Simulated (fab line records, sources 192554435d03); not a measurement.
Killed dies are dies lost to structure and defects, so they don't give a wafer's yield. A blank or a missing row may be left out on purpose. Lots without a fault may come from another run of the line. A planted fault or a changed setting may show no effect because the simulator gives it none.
A struck lot beside a sound one | flow n5_finfet | 36 steps out of a route of 1938
Sound: wafers L574.1, L574.4, L574.6. Struck: wafers L595.1, L595.5. (L595.2 of the same lot was not struck and is left out.) The cause comes at the end.
At each step with rows: each side's tool, then ch and its chambers, then its first start. Under that, the readings that differ: sound wafers | struck wafers | difference of the means | sigmas: that difference in standard deviations of wafers without a fault.
alike: readings whose means differ by less than 2 such deviations, and words and numbers that are the same on both sides. not compared: withheld readings, readings that some wafer has no value for, bounds like >300 that may hide the same value, and numbers for which the record gives no deviation and whose values overlap.
The two part at a step that has a row with sigmas, a row that says differs or no value, or rows on one side only. Numbers that don't overlap but have no deviation are shown without sigmas and don't part them. A reading that every wafer of one side lacks parts them only if that side has two wafers or more.

first, 9 steps without rows for these wafers: N5_BEOL_M4_ANNEAL_95 (time 240 s); N5_BEOL_M4_SPUTTER_96 (material Cu, target thk 4.5 nm, time 8.29 s); N5_BEOL_M4_ECD_50 (material Cu, target thk 300 nm); N5_BEOL_M4_ANNEAL_51 (time 90 s); N5_BEOL_M4_CMP_52 (polishes, stops on SiOC, t overpolish 6.8 s, target thk 40 nm); N5_BEOL_M4_PRE_CLEAN_60 (time 15 s); N5_BEOL_M4_CO_CAP_55 (material Co, precursor CCTBA/H2, target thk 2 nm, time 102.1 s); N5_BEOL_M4_PRE_CLEAN_56 (time 15 s); N5_BEOL_M4_DEP_57 (deposits SiCN from 3MS/NH3, target thk 8 nm, time 14 s).
N5_BEOL_M4_RC_MEAS_101:
  sound on prober-01 ch 0, day 8 21:05; struck on prober-02 ch 0, day 14 08:51
  reading        | sound          | struck    | difference | sigmas
  DIBL_N (mV/V)  | 33.8 35.8 33.3 | 40.9 37.0 | +4.7       | +3
  DIBL_P (mV/V)  | 33.3 36.5 32.1 | 42.9 38.7 | +6.8       | +3
  IOFF_N (nA/um) | 0.13 0.18 0.12 | 0.25 0.18 | +0.07      | +2
  IOFF_P (nA/um) | 0.17 0.23 0.17 | 0.31 0.22 | +0.08      | +2
  SS_N (mV/dec)  | 70.6 70.8 70.9 | 72.0 71.9 | +1.2       | +2
  SS_P (mV/dec)  | 72.4 73.1 72.0 | 74.5 74.3 | +1.9       | +3
  alike: ION_N, ION_P, VT_N, VT_P
then, 24 steps without rows for these wafers: N5_BEOL_M5_ILD_DEP_00 (deposits SiCOH lowk from DEMS/porogen, target thk 140.64 nm, time 25.9 s); N5_BEOL_M5_CURE_79 (cures SiCOH lowk, time 240 s); N5_BEOL_M5_PECVD_70 (deposits SiO2 from TEOS/O2, target thk 16 nm, time 18 s); N5_BEOL_M5_HM_DEP_02 (deposits TiN, target thk 20 nm); N5_BEOL_M5_COAT_59 (time 60 s, resist thk 60 nm); N5_BEOL_M5_COAT_60 (time 60 s, resist thk 12 nm); N5_BEOL_M5_COAT_71 (time 60 s, resist thk 5 nm); N5_BEOL_M5_COAT_05 (resist thk 30 nm); N5_BEOL_M5_EBR_07; N5_BEOL_M5_SOFTBAKE_06 (time 60 s); N5_BEOL_M5_EXPOSE_08 (exposes mask M5, target cd 28 nm); N5_BEOL_M5_PEB_09 (peb time 60 s); N5_BEOL_M5_DEVELOP_10 (develop time 30 s); N5_BEOL_M5_DESCUM_16 (chemistry O2, time 7 s); N5_BEOL_M5_ETCH_72 (etches underlayer in N2/H2, target depth 6.5 nm, time 5.2 s); N5_BEOL_M5_ETCH_61 (etches SiARC in CF4, target depth 15.6 nm, time 26 s); N5_BEOL_M5_ETCH_62 (etches SOC in N2/H2, target depth 75 nm, overetch 15 nm, time 112.5 s); N5_BEOL_M5_STRIP_63 (strips in N2/H2); N5_BEOL_M5_STRIP_73 (strips in N2/H2); N5_BEOL_M5_STRIP_64 (strips in CF4); N5_BEOL_M5_HM_OPEN_17 (chemistry Cl2/BCl3, target TiN, target depth 20 nm, overetch 6 nm); N5_BEOL_M5_STRIP_19 (strips in O2); N5_BEOL_M5_COAT_65 (time 60 s, resist thk 60 nm); N5_BEOL_M5_COAT_66 (time 60 s, resist thk 12 nm).
N5_BEOL_M5_EXPOSE_25: exposes mask V4, defocus 10 nm.
  sound on euv_scanner-01 ch 0, day 9 00:50; struck on euv_scanner-01 ch 0, day 14 14:16
  alike: mask
-- the record jumps here: 4 days lie between the struck wafers' starts before and after (it left off in module BEOL_M5 and takes up again in module PASSIVATION, whose first step shown is number 1936 of the route) --
N5_PASSIVATION_PROBE_49:
  sound on prober-02, day 13 03:52; struck on prober-01, day 18 14:30
  reading                  | sound          | struck    | difference | sigmas
  defect_limited_yield (%) | 93.9 92.0 91.6 | 0 0       | -92        | -62
  killed_at_M4_up          | 8 6 11         | 1082 1085 | +1075      | +99 or more
  killed_dies              | 72 94 99       | 1180 1180 | +1092      | +61
  killed_on_rim            | 14 17 12       | 152 152   | +138       | +31
  sort_n_pass              | 1108 1086 1081 | 0 0       | -1092      | -61
  sort_yield_pct (%)       | 93.9 92.0 91.6 | 0 0       | -92        | -62
  alike: killed_at_M0_to_M3, killed_at_contacts, killed_at_front_end, killed_at_other, killed_open, killed_short, sort_bin_5_function, sort_bin_6_memory

WHERE THEY PART
First at N5_BEOL_M4_RC_MEAS_101; last, within this record, at N5_PASSIVATION_PROBE_49.

WHY: what the simulator had put in
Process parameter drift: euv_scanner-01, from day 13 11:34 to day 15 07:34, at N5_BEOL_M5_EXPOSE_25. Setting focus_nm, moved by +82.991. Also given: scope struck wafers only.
